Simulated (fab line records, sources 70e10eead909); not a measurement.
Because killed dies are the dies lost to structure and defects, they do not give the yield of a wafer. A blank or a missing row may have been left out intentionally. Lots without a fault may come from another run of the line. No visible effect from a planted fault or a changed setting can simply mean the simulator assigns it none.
Struck lot and sound lot, side by side | flow nand-harc | 14 out of 1302 route steps
Sound: the wafers L126.1, L126.3, L126.4. Struck: wafers L128.1, L128.3, L128.6. The cause is named last.
Order at every step that has rows: each side's tool, ch and its chambers, its first start. Under that, the readings that differ: sound wafers | struck wafers | difference of the means | sigmas: that difference in standard deviations of wafers without a fault.
alike: readings with means less than 2 such deviations apart, plus words and numbers identical on both sides. not compared: withheld readings, readings lacking a value on some wafer, bounds such as >300 that could conceal the same value, and numbers that have no deviation in the record and whose values overlap.
The two part at a step that has a row with sigmas, a row that says differs or no value, or rows on one side only. When numbers do not overlap yet have no deviation, they are printed without sigmas and do not part them. A reading missing from all wafers of one side parts the sides only when that side holds two or more wafers.

NHARC_THIN_TSV_CMP_01: polishes.
  sound on cmp-04 ch 0,1,3, day 28 18:55; struck on cmp-02 ch 1,2,3, day 29 16:24
  alike: motor-current-A
NHARC_THIN_TSV_THK_MEAS_02: measures by ir.
  sound on film-metro-01, day 28 19:11; struck on film-metro-02, day 29 16:40
  alike: thk-nm
then, 3 steps without rows for these wafers: NHARC_THIN_TSV_SRD_03; NHARC_THIN_TSV_PRECLEAN_41 (cleans in SC1); NHARC_THIN_TSV_SRD_42.
NHARC_THIN_TSV_DEP_43: deposits SiO2, target thk 1328.5 nm.
  sound on pecvd-04 ch 1,2, day 28 19:25; struck on pecvd-01 ch 0,1,2, day 29 16:53
  alike: showerhead-vpp-V, throttle-valve-pct
then, 6 steps without rows for these wafers: NHARC_THIN_TSV_DEHYDRATE_04 (time 120 s); NHARC_THIN_TSV_HMDS_05 (time 30 s); NHARC_THIN_TSV_COAT_06; NHARC_THIN_TSV_SOFTBAKE_07 (time 95 s); NHARC_THIN_TSV_EBR_08; NHARC_THIN_TSV_EXPOSE_09 (exposes mask TSV).
NHARC_THIN_TSV_PEB_10: peb time 85 s.
  struck on litho-track-07, day 29 17:30; sound on litho-track-05 ch 0, day 28 20:02
  no value came back on the struck wafers for chill-plate-temp-C (C), exhaust-pa (Pa); on the sound wafers chill-plate-temp-C (C) reads 23.00 22.96 22.95
then, 1 step without rows for these wafers: NHARC_THIN_TSV_DEVELOP_11 (time 70 s).

== WHERE THEY PART ==
NHARC_THIN_TSV_PEB_10 only, going by this record.

WHY: the cause the simulator had injected
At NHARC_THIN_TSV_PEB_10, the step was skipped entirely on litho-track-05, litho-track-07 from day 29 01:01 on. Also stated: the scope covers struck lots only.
